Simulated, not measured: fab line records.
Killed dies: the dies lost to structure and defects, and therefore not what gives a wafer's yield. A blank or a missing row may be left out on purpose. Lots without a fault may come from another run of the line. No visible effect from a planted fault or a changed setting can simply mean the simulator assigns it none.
fab line records	flow n5_finfet	part 1 of 2: steps 1 to 4 of 6
record: lots: 24	wafers: 72	last_day: 18
route steps=1938 shown ZERO_LAYER@15 FIN_SAQP@121 FIN_CUT@174 STI_FIN_REVEAL@183
lots untouched by any fault: they come from a run of this same line in which no faults occurred
start_h: hours from the record's opening day to when the first of the lot's shown wafers began	wait_h: hours from the lot's prior step to this one	" the same as in the row above	L1.1+2: one row covering several wafers at once	- either no value or no given start	* or withheld: withheld	< > ~ a bound
route shown NAME@n: names a module that has steps shown in the file, with the first one's number in the route	usual: the fault-free wafers' mean and standard deviation	same: alike in all rows	chamber/n: place in a boat	sites: readings site by site	_std_site: standard deviation of those values	_edge_site: mean of outer sites minus mean of inner sites	radius_mm: for every site, how far away it sits from the centre of the wafer	mask NAME#n: copy n	behind: the tool/chamber that last shaped the wafer	hold: the reason the lot was held/the length of the hold in hours/how it ended	device: whichever transistor did not switch (one of n, p or np)	end of line: the route-end tests of the same wafers	a step given without rows: its recipe and nothing more	killed: dies lost to structure and defects at the first sort, not the wafer's yield	map: a wafer's dies, marking killed ones x, the rest . and places with no die _
set.NAME: the setting that was run; set.NAME@STEP: the one run at that earlier step	model.NAME: the simulator's own value behind a step, which no gauge read
the route's steps for a sample of lots (tables are steps, rows are wafers)
services: when a tool's chamber went out of use (start_h, in hours from the record's first day, below 0 if earlier), for how many hours, and the reason
== steps ==
step: N5_ZERO_LAYER_ETCH_17
recipe: chemistry: CF4	target: SiO2	target_depth_a: 120	time_s: 13.3	ion_energy_ev: 350	pressure_mtorr: 40	source_w: 450	bias_w: 215	Ar_flow_sccm: 100	cf4_flow_sccm: 100
usual: drypump_motor_current_A: 5.7/0.45	oes_product_au: 0.80/0.11	rf_vpp_V: 949/3.6	showerhead_plenum_p_Torr: 2.14/0.06	throttle_valve_pct: 15.56/0.22
lot.wafer	tool	chamber	start_h	wait_h	drypump_motor_current_A	oes_product_au	rf_hours_counter_h	rf_vpp_V	showerhead_plenum_p_Torr	throttle_valve_pct
L074.1	rie_diel-01	0	13.03	0.0	5.5	0.71	239	947	2.11	15.75
L074.4	"	3	"	"	6.0	0.68	248	951	2.21	15.97
L074.6	"	3	"	"	6.0	0.68	-	951	2.21	15.97
L075.2	rie_diel-05	3	18.73	0.0	5.8	0.73	161	954	2.23	15.97
L075.3	"	2	"	"	5.0	0.91	23	945	2.09	15.45
L075.6	"	0	"	"	5.1	0.75	-	944	2.06	15.47
L076.1	rie_diel-03	3	24.72	0.0	6.5	0.68	244	941	2.02	15.71
L076.3	"	0	"	"	6.1	0.93	14	952	2.17	15.41
L076.6	"	2	"	"	5.8	0.84	-	951	2.17	15.41
L077.2	rie_diel-01	0	30.71	0.0	5.5	0.70	246	947	2.10	15.78
L077.4	"	0	"	"	5.5	0.69	-	948	2.10	15.77
L077.6	"	1	"	"	5.4	0.66	-	947	2.12	15.79
L078.2	rie_diel-01	1	36.71	0.0	5.4	0.66	250	948	2.12	15.77
L078.3	"	0	"	"	5.5	0.69	248	948	2.10	15.80
L078.5	"	2	"	"	5.2	0.71	-	946	2.10	15.64
L079.1	rie_diel-03	0	42.86	0.0	6.0	0.93	19	952	2.16	15.47
L079.5	"	0	"	"	6.0	0.93	-	951	2.16	15.45
L079.6	"	1	"	"	6.6	0.81	-	951	2.14	15.63
L080.1	rie_diel-05	0	49.29	0.0	5.2	0.74	151	943	2.05	15.52
L080.3	"	2	"	"	5.0	0.89	32	945	2.08	15.47
L080.5	"	1	"	"	6.0	0.66	-	952	2.20	15.54
L081.1	rie_diel-05	1	55.17	0.0	5.9	0.66	211	953	2.20	15.53
L081.2	"	3	"	"	5.8	0.72	171	952	2.23	15.98
L081.4	"	1	"	"	6.0	0.66	-	952	2.20	15.54
L082.2	rie_diel-05	1	60.71	0.0	6.0	0.66	213	952	2.20	15.53
L082.3	"	0	"	"	5.1	0.74	154	944	2.05	15.50
L082.4	"	2	"	"	5.1	0.88	34	947	2.08	15.48
L083.1	rie_diel-03	1	66.86	0.0	6.6	0.80	121	950	2.14	15.62
L083.5	"	0	"	"	6.1	0.91	-	951	2.16	15.47
L083.6	"	2	"	"	5.8	0.82	-	950	2.16	15.45
L084.3	rie_diel-01	3	72.76	0.0	6.0	0.92	12	953	2.21	15.52
L084.4	"	3	"	"	6.0	0.92	-	951	2.21	15.52
L084.6	"	0	"	"	5.5	0.69	-	947	2.10	15.80
L085.1	rie_diel-03	2	78.85	0.0	5.8	0.81	78	950	2.16	15.47
L085.3	"	3	"	"	6.5	0.98	1	957	2.27	15.26
L085.5	"	1	"	"	6.6	0.79	-	949	2.13	15.62
L086.1	rie_diel-03	1	84.83	0.0	6.6	0.78	128	950	2.13	15.64
L086.3	"	3	"	"	6.5	0.98	3	956	2.27	15.27
L086.6	"	3	"	"	6.5	0.97	-	957	2.27	15.27
L087.2	rie_diel-01	1	90.73	0.0	5.4	0.93	1	945	2.12	15.21
L087.5	"	1	"	"	5.4	0.93	-	946	2.12	15.22
L087.6	"	0	"	"	5.5	0.69	-	945	2.10	15.81
L088.1	rie_diel-05	3	96.86	0.0	5.8	0.71	179	954	2.23	15.99
L088.4	"	2	"	"	5.1	0.87	45	945	2.08	15.49
L088.5	"	3	"	"	5.8	0.71	-	954	2.23	16.00
L089.1	rie_diel-05	2	102.75	0.0	5.0	0.87	46	945	2.08	15.50
L089.4	"	0	"	"	5.1	0.73	166	944	2.05	15.55
L089.6	"	0	"	"	5.1	0.72	-	943	2.05	15.55
L090.3	rie_diel-01	3	108.72	0.0	6.0	0.89	24	951	2.20	15.54
L090.4	"	1	"	"	5.4	0.91	-	947	2.12	15.23
L090.6	"	3	"	"	6.0	0.90	-	951	2.20	15.55
L091.2	rie_diel-01	0	114.71	0.0	5.5	1.00	1	946	2.10	15.25
L091.3	"	1	"	"	5.4	0.90	9	946	2.12	15.23
L091.5	"	3	"	"	6.0	0.88	-	951	2.20	15.54
L092.1	rie_diel-05	1	121.12	0.0	5.9	0.65	230	952	2.19	15.58
L092.2	"	2	"	"	5.0	0.86	51	946	2.08	15.49
L092.5	"	2	"	"	5.0	0.85	-	945	2.08	15.49
L093.3	rie_diel-01	3	126.85	0.0	6.1	0.89	29	951	2.20	15.55
L093.5	"	3	"	"	6.0	0.89	-	951	2.20	15.54
L093.6	"	0	"	"	5.5	0.97	-	946	2.10	15.27
L094.2	rie_diel-05	2	132.84	0.0	5.0	0.86	55	945	2.07	15.51
L094.3	"	0	"	"	5.1	0.72	173	943	2.05	15.56
L094.6	"	3	"	"	5.8	0.71	-	953	2.22	16.02
L095.2	rie_diel-01	1	138.72	0.0	5.4	0.88	17	945	2.11	15.25
L095.5	"	1	"	"	5.4	0.88	-	945	2.11	15.25
L095.6	"	2	"	"	5.3	0.96	-	947	2.09	15.20
L096.4	rie_diel-03	3	144.71	0.0	6.5	0.92	19	956	2.27	15.31
L096.5	"	1	"	"	6.6	0.78	-	949	2.13	15.68
L096.6	"	0	"	"	6.0	0.87	-	951	2.15	15.50
L097.2	rie_diel-01	1	150.91	0.0	5.4	0.86	22	944	2.11	15.26
L097.3	"	0	"	"	5.5	0.95	14	947	2.09	15.29
L097.6	"	2	"	"	5.3	0.94	-	946	2.09	15.20
step: N5_FIN_SAQP_STRIP_55
recipe: chemistry: N2/H2	power_w: 500	temp_c: 40	pressure_mtorr: 50	rf_frequency_hz: 6e+07	overash_fraction: 0.3	bias_power_w: 28	h2_frac: 0.5	n2_flow_sccm: 300	h2_flow_sccm: 300
usual: drypump_motor_current_A: 5.9/0.52	oes_product_au: 0.79/0.071	rf_vpp_V: 122.0/1.5	showerhead_plenum_p_Torr: 3.37/0.11	throttle_valve_pct: 19.0/0.4
lot.wafer	tool	chamber	start_h	wait_h	drypump_motor_current_A	oes_product_au	rf_hours_counter_h	rf_vpp_V	showerhead_plenum_p_Torr	throttle_valve_pct
L074.1	rie_diel-06	2	22.71	0.2	4.9	0.77	152	120.2	3.37	19.6
L074.4	"	1	"	"	5.7	0.90	26	123.6	3.29	18.8
L074.6	"	0	"	"	6.4	0.80	-	122.6	3.42	19.0
L075.2	rie_diel-02	1	28.03	0.2	6.4	0.92	18	122.2	3.42	18.5
L075.3	"	2	"	"	5.9	0.74	186	124.3	3.31	18.4
L075.6	"	0	"	"	5.8	0.77	-	123.7	3.22	18.6
L076.1	rie_diel-06	1	34.45	0.2	5.8	0.90	29	119.0	3.29	18.8
L076.3	"	2	"	"	4.9	0.76	155	120.2	3.37	19.6
L076.6	"	0	"	"	6.4	0.81	-	121.0	3.42	19.1
L077.2	rie_diel-04	2	40.61	0.1	6.0	0.91	23	123.1	3.56	19.0
L077.4	"	3	"	"	5.8	0.72	-	121.0	3.21	18.3
L077.6	"	1	"	"	5.9	0.72	-	120.8	3.46	18.9
L078.2	rie_diel-04	1	46.72	0.1	5.9	0.75	204	120.6	3.46	18.8
L078.3	"	2	"	"	6.0	0.91	26	122.7	3.56	19.0
L078.5	"	1	"	"	5.8	0.73	-	122.3	3.46	18.9
L079.1	rie_diel-06	3	52.47	0.1	6.4	0.78	132	122.0	3.51	19.3
L079.5	"	1	"	"	5.8	0.88	-	121.8	3.29	18.9
L079.6	"	0	"	"	6.4	0.80	-	121.5	3.41	19.1
L080.1	rie_diel-06	1	58.69	0.1	5.8	0.90	36	122.2	3.29	18.9
L080.3	"	2	"	"	5.0	0.76	162	123.8	3.37	19.7
L080.5	"	2	"	"	4.9	0.75	-	123.8	3.37	19.7
L081.1	rie_diel-02	3	65.00	0.1	6.8	0.71	196	122.6	3.31	19.1
L081.2	"	1	"	"	6.4	0.90	32	121.9	3.41	18.5
L081.4	"	2	"	"	5.9	0.74	197	120.4	3.31	18.4
L082.2	rie_diel-06	0	70.59	0.1	6.4	0.80	86	120.9	3.41	19.1
L082.3	"	2	"	"	4.9	0.76	166	120.2	3.36	19.7
L082.4	"	2	"	"	4.9	0.77	-	123.2	3.36	19.7
L083.1	rie_diel-06	1	78.45	0.1	5.8	0.89	44	120.9	3.28	18.8
L083.5	"	2	"	"	4.9	0.77	-	121.9	3.36	19.7
L083.6	"	1	"	"	5.8	0.88	-	122.2	3.28	18.8
L084.3	rie_diel-06	1	82.46	0.1	5.8	0.89	46	123.2	3.28	18.8
L084.4	"	2	"	"	4.9	0.76	-	122.5	3.36	19.7
L084.6	"	1	"	"	5.8	0.87	-	120.4	3.28	18.8
L085.1	rie_diel-02	2	88.52	0.1	5.9	0.71	206	120.6	3.30	18.4
L085.3	"	1	"	"	6.3	0.86	41	121.9	3.41	18.5
L085.5	"	1	"	"	6.3	0.86	-	121.1	3.41	18.5
L086.1	rie_diel-06	2	95.34	0.1	4.9	0.76	175	124.1	3.36	19.7
L086.3	"	1	"	"	5.7	0.87	49	121.9	3.28	18.8
L086.6	"	2	"	"	4.9	0.75	-	121.0	3.36	19.7
L087.2	rie_diel-04	1	100.27	0.1	5.8	0.72	224	122.6	3.45	18.9
L087.5	"	3	"	"	5.9	0.71	-	118.5	3.19	18.4
L087.6	"	0	"	"	6.0	0.95	-	124.3	3.59	19.4
L088.1	rie_diel-04	3	106.57	0.1	5.8	0.71	222	122.6	3.19	18.4
L088.4	"	1	"	"	5.9	0.72	226	123.8	3.45	18.9
L088.5	"	3	"	"	5.9	0.71	-	121.3	3.19	18.4
L089.1	rie_diel-02	3	112.61	0.1	6.8	0.68	211	121.8	3.30	19.2
L089.4	"	2	"	"	5.9	0.72	214	123.3	3.30	18.4
L089.6	"	2	"	"	5.9	0.73	-	120.5	3.30	18.4
L090.3	rie_diel-06	0	117.74	0.1	6.4	0.76	103	122.4	3.40	19.1
L090.4	"	1	"	"	5.8	0.85	-	123.2	3.28	18.9
L090.6	"	0	"	"	6.4	0.76	-	120.8	3.40	19.1
L091.2	rie_diel-06	0	125.12	0.1	6.3	0.76	106	121.2	3.40	19.1
L091.3	"	1	"	"	5.8	0.85	61	122.3	3.27	18.9
L091.5	"	2	"	"	4.9	0.74	-	122.2	3.35	19.7
L092.1	rie_diel-04	2	131.13	0.1	6.0	0.86	55	121.6	3.54	19.0
L092.2	"	1	"	"	5.8	0.70	233	123.9	3.44	18.9
L092.5	"	2	"	"	6.0	0.87	-	122.4	3.54	19.0
L093.3	rie_diel-02	3	136.23	0.1	6.8	0.69	218	122.4	3.30	19.2
L093.5	"	3	"	"	6.8	0.69	-	120.1	3.30	19.2
L093.6	"	0	"	"	5.8	0.73	-	121.5	3.20	18.7
L094.2	rie_diel-06	1	142.75	0.1	5.8	0.84	70	125.7	3.27	18.9
L094.3	"	2	"	"	5.0	0.74	195	123.9	3.35	19.7
L094.6	"	1	"	"	5.8	0.83	-	118.9	3.27	18.9
L095.2	rie_diel-06	1	148.67	0.1	5.8	0.84	72	123.0	3.27	18.9
L095.5	"	1	"	"	5.8	0.82	-	122.0	3.27	18.9
L095.6	"	0	"	"	6.4	0.76	-	121.3	3.39	19.1
L096.4	rie_diel-04	1	153.72	0.1	5.9	0.70	243	122.5	3.44	18.9
L096.5	"	1	"	"	5.9	0.71	-	121.9	3.44	18.9
L096.6	"	2	"	"	6.0	0.86	-	122.5	3.53	19.1
L097.2	rie_diel-06	1	161.12	0.6	5.8	0.82	78	124.2	3.27	18.9
L097.3	"	2	"	"	4.9	0.72	203	122.6	3.34	19.7
L097.6	"	0	"	"	6.4	0.76	-	121.7	3.39	19.1
step: N5_FIN_SAQP_MANDREL2_REMOVE_60
recipe: chemistry: HBr/Cl2/O2	bt_time_s: 10	target: a-Si	stop_on: SiNx	endpoint: OES-SiCl	over_etch_frac: 1	icp_w: 600	bias_w: 22	HBr_flow_sccm: 150	Cl2_flow_sccm: 80	O2_flow_sccm: 5	pressure_mtorr: 10
usual: drypump_motor_current_A: 5.8/0.46	oes_product_au: 1.000/0.019	throttle_valve_pct: 36.7/0.32
same: over_etch_frac: 1
lot.wafer	tool	chamber	start_h	wait_h	drypump_motor_current_A	oes_product_au	rf_hours_counter_h	throttle_valve_pct
L074.1	rie_si-02	1	26.10	0.1	6.3	1.026	83	36.2
L074.4	"	2	"	"	5.7	0.999	177	36.3
L074.6	"	0	"	"	5.8	1.006	-	36.9
L075.2	rie_si-02	2	31.11	0.1	5.6	0.994	177	36.3
L075.3	"	1	"	"	6.3	1.025	83	36.2
L075.6	"	3	"	"	6.5	1.010	-	36.6
L076.1	rie_si-03	0	38.97	0.1	5.9	0.970	119	37.1
L076.3	"	3	"	"	5.3	0.975	132	36.6
L076.6	"	1	"	"	5.0	0.998	-	37.2
L077.2	rie_si-01	3	45.86	0.1	5.5	1.006	197	36.9
L077.4	"	0	"	"	6.6	1.008	75	36.8
L077.6	"	2	"	"	5.5	1.026	-	36.7
L078.2	rie_si-03	1	50.56	0.1	5.0	1.006	102	37.2
L078.3	"	3	"	"	5.3	0.973	132	36.6
L078.5	"	1	"	"	5.0	0.997	-	37.2
L079.1	rie_si-01	0	55.58	0.1	6.6	1.015	76	36.8
L079.5	"	2	"	"	5.5	1.019	-	36.7
L079.6	"	1	"	"	5.5	1.002	-	37.2
L080.1	rie_si-03	1	62.63	0.1	5.0	0.997	103	37.2
L080.3	"	2	"	"	5.5	0.969	118	36.5
L080.5	"	0	"	"	5.9	0.961	-	37.1
L081.1	rie_si-01	0	68.38	0.1	6.6	1.014	76	36.8
L081.2	"	3	"	"	5.5	1.003	197	36.9
L081.4	"	1	"	"	5.4	1.010	175	37.2
L082.2	rie_si-03	3	73.87	0.1	5.3	0.981	132	36.6
L082.3	"	2	"	"	5.6	0.969	118	36.5
L082.4	"	0	"	"	5.9	0.971	120	37.1
L083.1	rie_si-02	3	81.65	0.1	6.5	1.017	2	36.6
L083.5	"	3	"	"	6.5	1.009	-	36.6
L083.6	"	0	"	"	5.9	1.004	-	36.9
L084.3	rie_si-03	3	85.55	0.1	5.3	0.967	133	36.6
L084.4	"	1	"	"	5.0	1.006	103	37.2
L084.6	"	2	"	"	5.6	0.970	-	36.5
L085.1	rie_si-03	3	94.28	0.1	5.3	0.970	133	36.6
L085.3	"	2	"	"	5.5	0.968	118	36.5
L085.5	"	2	"	"	5.6	0.970	-	36.5
L086.1	rie_si-02	1	98.74	0.1	6.3	1.023	84	36.2
L086.3	"	0	"	"	5.9	0.999	33	36.9
L086.6	"	0	"	"	5.9	0.999	-	36.9
L087.2	rie_si-01	3	103.81	0.1	5.5	1.013	197	37.0
L087.5	"	3	"	"	5.5	1.009	-	36.9
L087.6	"	2	"	"	5.5	1.019	-	36.7
L088.1	rie_si-01	3	110.13	0.1	5.5	1.016	198	37.0
L088.4	"	0	"	"	6.6	1.015	77	36.8
L088.5	"	2	"	"	5.5	1.024	-	36.7
L089.1	rie_si-02	0	115.77	0.1	5.9	1.006	33	36.9
L089.4	"	1	"	"	6.3	1.021	85	36.3
L089.6	"	3	"	"	6.5	1.014	-	36.6
L090.3	rie_si-02	3	123.06	0.1	6.5	1.022	3	36.6
L090.4	"	1	"	"	6.3	1.019	85	36.2
L090.6	"	2	"	"	5.7	0.985	-	36.3
L091.2	rie_si-02	3	128.80	0.1	6.5	1.014	3	36.6
L091.3	"	1	"	"	6.3	1.021	85	36.2
L091.5	"	0	"	"	5.9	1.006	-	36.9
L092.1	rie_si-01	1	134.38	0.1	5.5	1.006	177	37.2
L092.2	"	0	"	"	6.6	1.010	77	36.8
L092.5	"	1	"	"	5.5	1.005	-	37.2
L093.3	rie_si-01	0	139.42	0.1	6.6	1.014	77	36.8
L093.5	"	1	"	"	5.4	0.996	-	37.2
L093.6	"	2	"	"	5.5	1.016	-	36.7
L094.2	rie_si-02	3	146.40	0.1	6.5	1.007	4	36.6
L094.3	"	0	"	"	5.9	1.014	34	36.9
L094.6	"	3	"	"	6.5	0.999	-	36.6
L095.2	rie_si-02	2	152.16	0.1	5.7	0.991	179	36.3
L095.5	"	1	"	"	6.3	1.029	-	36.2
L095.6	"	2	"	"	5.7	0.983	-	36.3
L096.4	rie_si-01	0	157.37	0.0	6.6	1.001	78	36.8
L096.5	"	3	"	"	5.5	0.990	-	36.5
L096.6	"	2	"	"	5.5	1.008	-	36.7
L097.2	rie_si-03	0	164.90	0.1	5.9	0.961	122	37.1
L097.3	"	1	"	"	5.0	0.988	105	37.2
L097.6	"	0	"	"	5.8	0.957	-	37.1
step: N5_FIN_SAQP_CD_MEAS_31
recipe: target_cd_nm: 8	landing_energy_ev: 1000	detector: se_inlens	polarity: line
usual: cd_nm: 8.08/0.23
lot.wafer	tool	chamber	start_h	wait_h	cd_nm
L074.1	cd_sem-01	0	26.21	0.1	8.02
L074.4	"	0	"	"	8.08
L074.6	"	0	"	"	7.95
L075.2	cd_sem-02	0	31.22	0.1	8.26
L075.3	"	0	"	"	7.89
L075.6	"	0	"	"	8.42
L076.1	cd_sem-01	0	39.07	0.1	7.89
L076.3	"	0	"	"	8.45
L076.6	"	0	"	"	8.13
L077.2	cd_sem-02	0	45.97	0.1	8.32
L077.4	"	0	"	"	7.77
L077.6	"	0	"	"	8.33
L078.2	cd_sem-01	0	50.68	0.1	8.29
L078.3	"	0	"	"	7.95
L078.5	"	0	"	"	8.62
L079.1	cd_sem-02	0	55.69	0.1	8.08
L079.5	"	0	"	"	8.02
L079.6	"	0	"	"	8.26
L080.1	cd_sem-03	0	62.74	0.1	7.95
L080.3	"	0	"	"	8.08
L080.5	"	0	"	"	8.15
L081.1	cd_sem-02	0	68.49	0.1	8.12
L081.2	"	0	"	"	7.96
L081.4	"	0	"	"	8.20
L082.2	cd_sem-03	0	73.98	0.1	8.15
L082.3	"	0	"	"	7.55
L082.4	"	0	"	"	7.78
L083.1	cd_sem-02	0	81.76	0.1	7.56
L083.5	"	0	"	"	8.26
L083.6	"	0	"	"	7.64
L084.3	cd_sem-03	0	85.67	0.1	7.84
L084.4	"	0	"	"	8.02
L084.6	"	0	"	"	7.87
L085.1	cd_sem-02	0	94.39	0.1	8.17
L085.3	"	0	"	"	8.27
L085.5	"	0	"	"	8.10
L086.1	cd_sem-01	0	98.86	0.1	8.55
L086.3	"	0	"	"	7.83
L086.6	"	0	"	"	7.80
L087.2	cd_sem-01	0	103.92	0.1	7.94
L087.5	"	0	"	"	7.87
L087.6	"	0	"	"	8.26
L088.1	cd_sem-01	0	110.24	0.1	8.02
L088.4	"	0	"	"	7.87
L088.5	"	0	"	"	8.20
L089.1	cd_sem-02	0	115.88	0.1	8.07
L089.4	"	0	"	"	7.84
L089.6	"	0	"	"	8.15
L090.3	cd_sem-03	0	123.17	0.1	7.78
L090.4	"	0	"	"	8.38
L090.6	"	0	"	"	7.94
L091.2	cd_sem-03	0	128.92	0.1	8.26
L091.3	"	0	"	"	8.17
L091.5	"	0	"	"	7.89
L092.1	cd_sem-01	0	134.49	0.1	8.19
L092.2	"	0	"	"	8.41
L092.5	"	0	"	"	8.65
L093.3	cd_sem-03	0	139.53	0.1	7.91
L093.5	"	0	"	"	8.31
L093.6	"	0	"	"	8.09
L094.2	cd_sem-03	0	146.51	0.1	8.19
L094.3	"	0	"	"	8.07
L094.6	"	0	"	"	7.66
L095.2	cd_sem-02	0	152.28	0.1	8.42
L095.5	"	0	"	"	8.43
L095.6	"	0	"	"	7.99
L096.4	cd_sem-01	0	157.49	0.1	8.49
L096.5	"	0	"	"	8.04
L096.6	"	0	"	"	8.19
L097.2	cd_sem-01	0	165.02	0.1	7.84
L097.3	"	0	"	"	7.98
L097.6	"	0	"	"	7.92
